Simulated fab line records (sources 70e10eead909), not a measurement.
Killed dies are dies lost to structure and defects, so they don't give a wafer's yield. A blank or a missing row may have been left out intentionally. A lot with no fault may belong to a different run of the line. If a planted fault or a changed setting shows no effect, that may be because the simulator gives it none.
Which tool is to blame?    flow nand harc    12 lots, 36 wafers sampled, at 1 step of a route of 1159

== WHAT THE GAUGES SHOWED, per wafer ==
NHARC_A_BLC_CD_MEAS_10: the cd target is 100 nm.
lot   measured      on         cd nm (nm)
L075  day 17 12:49  cd sem-02  100.8 100.6 100.2
L076  day 17 16:28  cd sem-03  100.5 99.3 100.5
L079  day 18 15:35  cd sem-02  99.9 99.8 99.7
L083  day 19 16:20  cd sem-02  100.6 100.6 99.6
L082  day 20 00:29  cd sem-02  99.1 99.7 100.0
L088  day 20 06:02  cd sem-03  99.0 99.4 100.0
L087  day 20 20:13  cd sem-01  99.4 100.1 100.3
L090  day 21 02:29  cd sem-02  99.7 100.8 100.3
L093  day 21 21:46  cd sem-03  99.0 99.0 99.6
L091  day 22 03:49  cd sem-02  100.9 101.0 100.5
L097  day 22 20:15  cd sem-03  99.4 99.2 99.2
L096  day 23 09:52  cd sem-03  99.5 99.0 100.0

== WHAT TOOL EACH LOT RAN ON (gives the tool, then ch and the chambers of the sampled wafers, and finally the start) ==
The record shows no process step preceding these readings.

== THE ANSWER, worked out from the rows above alone ==
Rule: what is usual is taken from the lots themselves. The widest of any qualifying gaps counts: lots, ordered by their means at a reading, are off when they make up no more than a third of the lots, leave a main group of 4 or more, and stand apart from it by 3 or more times the standard deviation of that group's means. A main group whose means are all the same, to the digits that the tables above print for the reading, isn't used. A lot without any number at a reading at which 4 lots or more have one is off too. All remaining lots with rows at the step are treated as sound.
No lot is off on any of the readings shown, so nothing can be concluded from this.

== WHAT THE SIMULATOR PUT IN ==
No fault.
